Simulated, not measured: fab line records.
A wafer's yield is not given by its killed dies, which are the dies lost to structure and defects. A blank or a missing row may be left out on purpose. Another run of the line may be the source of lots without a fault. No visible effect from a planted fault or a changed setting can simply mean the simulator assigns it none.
fab line records	flow nand-harc
record lots=13	wafers=36	last-day=33
route steps=1302 shown P_BONDPAD@367 A_ONON_D1@424
lots untouched by any fault: they come from a run of this same line in which no faults occurred
start-h: hours from the record's opening day to when the first of the lot's shown wafers began	wait-h: hours elapsed since this lot's preceding step	" same as the row above	L1.1+2: a row that stands for several wafers	- either no value or no given start	* or withheld: withheld	< > ~ a bound
route shown NAME@n: names a module that has steps shown in the file, with the first one's number in the route	usual: the fault-free wafers' mean and standard deviation	same: alike in all rows	chamber/n: place in a boat	sites: each site's reading	_std_site: how widely they spread, as a standard deviation	_edge_site: inner sites' mean taken away from outer sites' mean	radius-mm: for every site, how far away it sits from the centre of the wafer	mask NAME#n: copy n	behind: the last tool/chamber to shape the wafer	hold: cause of the lot's hold/its duration in hours/its outcome	device: whichever transistor did not switch (one of n, p or np)	end of line: the tests these same wafers got at the end of their route	a step given without rows: its recipe and nothing more	killed: count of dies lost to structure and defects at first sort (not the wafer's yield)	map: dies across one wafer; x = killed, . = not, _ = none there
set.NAME: the setting the step ran with; set.NAME@STEP: the setting that earlier step ran with	model.NAME: the simulator's own value behind a step, which no gauge read
steps of the route over a sample of lots; a table a step, a row a wafer
services: when a tool's chamber went out of use (start-h, in hours from the record's first day, below 0 if earlier), for how many hours, and the reason
## steps
# step NHARC_P_BONDPAD_DESCUM_11
# recipe time-s=3	o2-flow-sccm=200	ar-flow-sccm=0	bias-power-w=0	chemistry=O2
# usual drypump-motor-current-A=5.90/0.28	mfc-ar-sccm=0.010/0.014	oes-product-au=0.999/0.015	rf-vpp-V=57.9/0.95	showerhead-plenum-p-Torr=1.92/0.077	throttle-valve-pct=11.313/0.0092
lot.wafer	tool	chamber	start-h	wait-h	drypump-motor-current-A	mfc-ar-sccm	oes-product-au	rf-hours-counter-h	rf-vpp-V	showerhead-plenum-p-Torr	throttle-valve-pct
L322.3	rie-diel-10	3	140.01	-	6.07	0.003	1.007	3.7	58.1	1.79	11.315
L322.4	"	0	"	"	5.92	0	1.020	3.6	58.2	1.88	11.308
L322.6	"	2	"	"	5.97	0	0.997	-	56.4	1.79	11.312
L330.3	rie-diel-12	3	233.14	-	5.59	0	1.005	4.4	58.6	1.94	11.295
L330.4	"	0	"	"	5.92	0	1.004	4.1	57.2	1.86	11.318
L331.1	rie-diel-05	3	240.56	-	6.36	0.001	1.008	0	57.6	1.95	11.309
L331.6	"	2	"	"	5.37	0.020	0.997	-	56.9	1.90	11.321
L332.3	rie-diel-12	1	247.85	-	5.78	0.018	1.001	4.1	57.9	2.03	11.321
L332.4	"	2	"	"	5.86	0.045	1.020	4.7	58.9	2.00	11.312
L334.1	rie-diel-05	0	259.85	-	5.98	0	0.963	0.7	58.0	1.97	11.301
L334.6	"	3	"	"	6.37	0.001	1.013	-	58.2	1.95	11.311
L334.5	"	0	"	"	5.98	0	0.965	-	57.9	1.97	11.325
L337.1	rie-diel-12	3	302.33	-	5.58	0	0.995	0.9	57.4	1.94	11.309
L337.4	"	1	"	"	5.79	0.018	0.993	0.7	59.9	2.03	11.310
L337.5	"	3	"	"	5.59	0	1.001	-	58.0	1.94	11.317
L338.3	rie-diel-10	0	304.57	-	5.91	0	1.012	2.1	57.7	1.88	11.336
L338.4	"	1	"	"	6.52	0.026	0.979	3.0	57.9	1.78	11.320
L338.1	"	2	"	"	5.95	0	1.021	3.0	58.6	1.78	11.325
L339.4	rie-diel-05	1	320.91	-	5.92	0.015	0.992	4.1	57.7	2.01	11.323
L339.3	"	3	"	"	6.35	0.001	1.001	4.3	57.2	1.95	11.319
L339.2	"	0	"	"	5.94	0	0.970	4.2	57.5	1.96	11.316
L340.4	rie-diel-05	1	321.28	-	5.96	0.015	1.001	4.2	57.6	2.01	11.315
L340.2	"	2	"	"	5.36	0.020	0.998	4.3	57.2	1.90	11.308
L340.6	"	0	"	"	5.96	0	0.973	-	58.4	1.96	11.321
L341.4	rie-diel-05	3	335.02	-	6.36	0.001	1.008	4.6	58.7	1.95	11.309
L341.1	"	0	"	"	5.94	0	0.977	4.5	58.7	1.96	11.326
L341.6	"	1	"	"	5.95	0.015	1.006	-	58.0	2.01	11.320
L342.2	rie-diel-12	0	354.53	-	5.95	0	0.962	2.3	56.1	1.86	11.325
L342.5	"	2	"	"	5.92	0.045	1.015	-	58.3	2.00	11.318
L342.6	"	3	"	"	5.59	0	0.992	-	56.5	1.94	11.335
L343.1	rie-diel-10	3	365.95	-	6.06	0.003	0.999	6.6	57.5	1.78	11.294
L343.3	"	1	"	"	6.47	0.026	0.973	5.9	56.7	1.78	11.318
L343.6	"	0	"	"	5.93	0	1.009	-	58.7	1.88	11.312
L344.3	rie-diel-12	2	368.93	-	5.87	0.045	1.023	2.0	57.3	2.00	11.308
L344.2	"	3	"	"	5.58	0	1.000	2.5	57.6	1.94	11.296
L344.1	"	0	"	"	5.92	0	0.980	2.6	58.8	1.86	11.303
# step NHARC_P_BONDPAD_STRIP_15
# recipe o2-flow-sccm=500	ar-flow-sccm=0	bias-w=0	chemistry=O2
# usual drypump-motor-current-A=5.95/0.29	mfc-ar-sccm=0.011/0.015	oes-product-au=1.002/0.014	rf-vpp-V=57.8/0.9	showerhead-plenum-p-Torr=3.51/0.15	throttle-valve-pct=17.036/0.0085
lot.wafer	tool	chamber	start-h	wait-h	drypump-motor-current-A	mfc-ar-sccm	oes-product-au	rf-hours-counter-h	rf-vpp-V	showerhead-plenum-p-Torr	throttle-valve-pct
L322.3	rie-diel-05	1	140.41	0.1	5.95	0.015	1.009	3.6	57.4	3.69	17.040
L322.4	"	2	"	"	5.38	0.020	0.979	3.1	58.0	3.51	17.021
L322.6	"	0	"	"	5.97	0	0.988	-	58.4	3.62	17.023
L330.4	rie-diel-10	3	233.54	0.1	6.06	0.003	0.989	11.2	57.7	3.31	17.039
L330.3	"	1	"	"	6.48	0.026	1.001	8.3	56.8	3.30	17.045
L331.1	rie-diel-12	3	240.93	0.1	5.60	0	1.012	4.6	59.5	3.57	17.027
L331.6	"	0	"	"	5.91	0	1.016	-	57.1	3.44	17.036
L332.3	rie-diel-05	0	248.23	0.1	5.97	0	0.960	0.3	57.8	3.62	17.045
L332.4	"	3	"	"	6.39	0.001	1.003	0.3	57.3	3.59	17.029
L334.1	rie-diel-10	3	260.28	0.1	6.05	0.003	1.004	0.0	57.3	3.31	17.029
L334.6	"	0	"	"	5.93	0	1.010	-	56.8	3.47	17.023
L334.5	"	1	"	"	6.48	0.026	0.992	-	59.0	3.29	17.042
L337.4	rie-diel-05	3	302.72	0.1	6.39	0.001	1.021	3.1	58.7	3.59	17.022
L337.1	"	0	"	"	5.97	0	0.967	3.4	59.3	3.62	17.035
L337.5	"	3	"	"	6.38	0.001	1.016	-	59.7	3.59	17.021
L338.1	rie-diel-10	1	304.94	0.1	6.50	0.026	0.990	3.1	57.3	3.29	17.032
L338.4	"	2	"	"	5.99	0	1.013	3.1	56.7	3.31	17.040
L338.3	"	0	"	"	5.94	0	1.016	2.2	59.1	3.47	17.040
L339.3	rie-diel-12	3	321.30	0.1	5.60	0	1.001	1.7	59.2	3.57	17.030
L339.2	"	0	"	"	5.96	0	0.994	1.8	58.5	3.44	17.039
L339.4	"	2	"	"	5.90	0.045	1.022	1.2	58.3	3.68	17.042
L340.2	rie-diel-05	2	321.67	0.1	5.38	0.020	1.004	4.4	56.9	3.50	17.040
L340.4	"	0	"	"	5.98	0	0.976	4.3	57.9	3.62	17.031
L340.6	"	1	"	"	5.98	0.015	0.988	-	58.4	3.69	17.038
L341.4	rie-diel-12	3	335.40	0.1	5.60	0	1.012	1.9	57.8	3.57	17.039
L341.1	"	2	"	"	5.88	0.045	1.030	1.4	57.9	3.68	17.029
L341.6	"	3	"	"	5.60	0	1.010	-	57.1	3.57	17.033
L342.2	rie-diel-10	0	354.95	0.1	5.95	0	1.019	4.7	58.7	3.47	17.040
L342.6	"	3	"	"	6.02	0.003	1.006	-	57.9	3.31	17.037
L342.5	"	0	"	"	5.95	0	1.008	-	59.1	3.47	17.031
L343.1	rie-diel-10	1	366.36	0.1	6.52	0.026	0.974	6.0	58.1	3.29	17.036
L343.3	"	2	"	"	5.96	0	0.999	6.2	58.0	3.30	17.028
L343.6	"	1	"	"	6.51	0.026	0.988	-	56.1	3.29	17.046
L344.2	rie-diel-10	3	369.37	0.1	6.12	0.003	1.002	6.8	56.3	3.31	17.052
L344.3	"	1	"	"	6.50	0.026	0.982	6.1	56.9	3.29	17.044
L344.1	"	2	"	"	5.97	0	1.000	6.4	57.9	3.30	17.052
# step NHARC_P_BONDPAD_INSPECT_23
# usual raw-defect-count=343/120
lot.wafer	tool	chamber	start-h	wait-h	raw-defect-count
L322.3	defect-inspect-02	-	142.55	0.0	290
L322.4	"	-	"	"	317
L322.6	"	-	"	"	374
L330.3	defect-inspect-02	-	235.72	0.0	291
L330.4	"	-	"	"	256
L331.1	defect-inspect-02	-	243.08	0.0	210
L331.6	"	-	"	"	217
L332.3	defect-inspect-01	-	250.45	0.0	368
L332.4	"	-	"	"	231
L334.1	defect-inspect-02	-	262.38	0.0	298
L334.5	"	-	"	"	298
L334.6	"	-	"	"	298
L337.1	defect-inspect-02	-	304.88	0.0	254
L337.4	"	-	"	"	391
L337.5	"	-	"	"	292
L338.1	defect-inspect-01	-	307.10	0.0	348
L338.3	"	-	"	"	824
L338.4	"	-	"	"	290
L339.2	defect-inspect-02	-	323.48	0.0	274
L339.3	"	-	"	"	348
L339.4	"	-	"	"	401
L340.2	defect-inspect-01	-	323.86	0.0	137
L340.4	"	-	"	"	272
L340.6	"	-	"	"	211
L341.1	defect-inspect-01	-	337.55	0.0	365
L341.4	"	-	"	"	270
L341.6	"	-	"	"	350
L342.2	defect-inspect-01	-	357.10	0.0	295
L342.5	"	-	"	"	461
L342.6	"	-	"	"	301
L343.1	defect-inspect-01	-	368.52	0.0	321
L343.3	"	-	"	"	326
L343.6	"	-	"	"	175
L344.1	defect-inspect-02	-	371.55	0.0	322
L344.2	"	-	"	"	429
L344.3	"	-	"	"	232
# step NHARC_A_ONON_D1_DEP_00
# recipe target-thk-a=10000	n2-flow-sccm=2750	n2o-flow-sccm=2000	nh3-flow-sccm=500	sih4-flow-sccm=210	temp-c=400
lot.wafer	tool	chamber	start-h	wait-h
L322.3+4+6	pecvd-onon-02	0	165.99	0.2
L330.3+4	pecvd-onon-02	0	261.33	0.2
L331.1+6	pecvd-onon-02	0	266.25	0.1
L332.3+4	pecvd-onon-02	0	273.18	0.2
L334.1+5+6	pecvd-onon-01	0	285.25	0.1
L338.1+3+4	pecvd-onon-01	0	329.01	0.1
L337.1+4+5	pecvd-onon-03	0	329.01	0.1
L339.2+3+4	pecvd-onon-03	0	346.60	0.1
L340.2+4+6	pecvd-onon-02	0	346.60	0.1
L341.1+4+6	pecvd-onon-02	0	361.46	0.1
L342.2+5+6	pecvd-onon-02	0	380.45	0.1
L343.1+3+6	pecvd-onon-02	0	391.14	0.1
L344.1+2+3	pecvd-onon-02	0	395.81	0.1
# step NHARC_A_ONON_D1_THK_MEAS_02
# recipe thk-meas-gauge=ellipsometry
# usual thk-nm=1006/11
lot.wafer	tool	chamber	start-h	wait-h	thk-nm
L322.3	film-metro-01	-	166.39	-	997
L322.4	"	-	"	"	995
L322.6	"	-	"	"	996
L330.3	film-metro-01	-	261.72	-	1479
L330.4	"	-	"	"	1011
L331.1	film-metro-01	-	266.76	-	1010
L331.6	"	-	"	"	1478
L332.3	film-metro-01	-	273.58	-	1474
L332.4	"	-	"	"	1004
L334.1	film-metro-01	-	285.76	-	1023
L334.5	"	-	"	"	1022
L334.6	"	-	"	"	1022
L337.1	film-metro-02	-	329.52	-	1014
L337.4	"	-	"	"	1016
L337.5	"	-	"	"	1015
L338.1	film-metro-01	-	329.52	-	1003
L338.3	"	-	"	"	1003
L338.4	"	-	"	"	1003
L339.2	film-metro-02	-	347.05	-	995
L339.3	"	-	"	"	997
L339.4	"	-	"	"	997
L340.2	film-metro-01	-	347.06	-	1003
L340.4	"	-	"	"	1001
L340.6	"	-	"	"	1002
L341.1	film-metro-02	-	361.97	-	1015
L341.4	"	-	"	"	1018
L341.6	"	-	"	"	1019
L342.2	film-metro-01	-	380.90	-	1002
L342.5	"	-	"	"	1000
L342.6	"	-	"	"	1001
L343.1	film-metro-01	-	391.65	-	997
L343.3	"	-	"	"	995
L343.6	"	-	"	"	996
L344.1	film-metro-01	-	396.31	-	976
L344.2	"	-	"	"	977
L344.3	"	-	"	"	976
## services
tool	chamber	start-h	hours	kind
rie-diel-10	0	123.50	-	clean
rie-diel-10	1	123.50	-	clean
rie-diel-12	1	139.26	4.8	repair
pecvd-onon-02	-	141.02	4.2	repair
rie-diel-12	2	146.82	6.7	repair
rie-diel-12	1	159.29	3.9	repair
pecvd-onon-02	-	185.00	13.0	pm
rie-diel-12	0	208.82	1.9	repair
rie-diel-05	3	216.91	8.7	repair
pecvd-onon-03	-	227.07	13.0	pm
rie-diel-05	-	229.93	9.0	pm
rie-diel-10	-	242.50	9.0	pm
rie-diel-12	3	264.07	2.9	repair
rie-diel-12	-	268.49	9.0	pm
pecvd-onon-01	-	269.00	13.0	pm
rie-diel-10	-	276.55	0.3	repair
rie-diel-10	0	281.81	17.0	repair
rie-diel-12	-	299.90	0.9	repair
rie-diel-12	1	345.71	34.8	repair
rie-diel-05	1	359.38	5.8	repair
pecvd-onon-02	-	366.00	13.0	pm
rie-diel-12	0	377.73	22.0	repair
rie-diel-05	3	390.73	10.3	repair
rie-diel-12	1	394.28	4.0	repair
## key
first-sign step=NHARC_A_ONON_D1_THK_MEAS_02	reading=thk-nm	direction=up	sigmas=44	usual=1006	struck=1477
effect none on later readings
met-at NHARC_A_ONON_D1_DEP_00
struck-lots L330,L331,L332
struck-wafers L330.3,L331.6,L332.3
sort-left-out L331.6
tester-left-out L330,L331,L332
not-acting-at NHARC_P_BONDPAD_DESCUM_11,NHARC_P_BONDPAD_STRIP_15,NHARC_P_BONDPAD_INSPECT_23
onset-between 165.99 261.33
fault kind=process-parameter-drift	tool=pecvd-onon-02	chamber=-	onset-h=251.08	steps=NHARC_A_ONON_D1_DEP_00	channel=target-thk-a	offset=*	shape=step	end-h=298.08	scope=struck-wafers-only	acts-in=*	stated=*
# tester-left-out: of these lots the tester's yield and bins aren't shown, on N5 and GAA mostly nor the transistor test; their killed dies are dies lost to structure and defects alone, not to doping, threshold or leakage, so they don't give the yield
# sort-left-out: the simulated sort isn't trusted on such a fault, so these wafers' sort isn't shown, and their yield isn't known
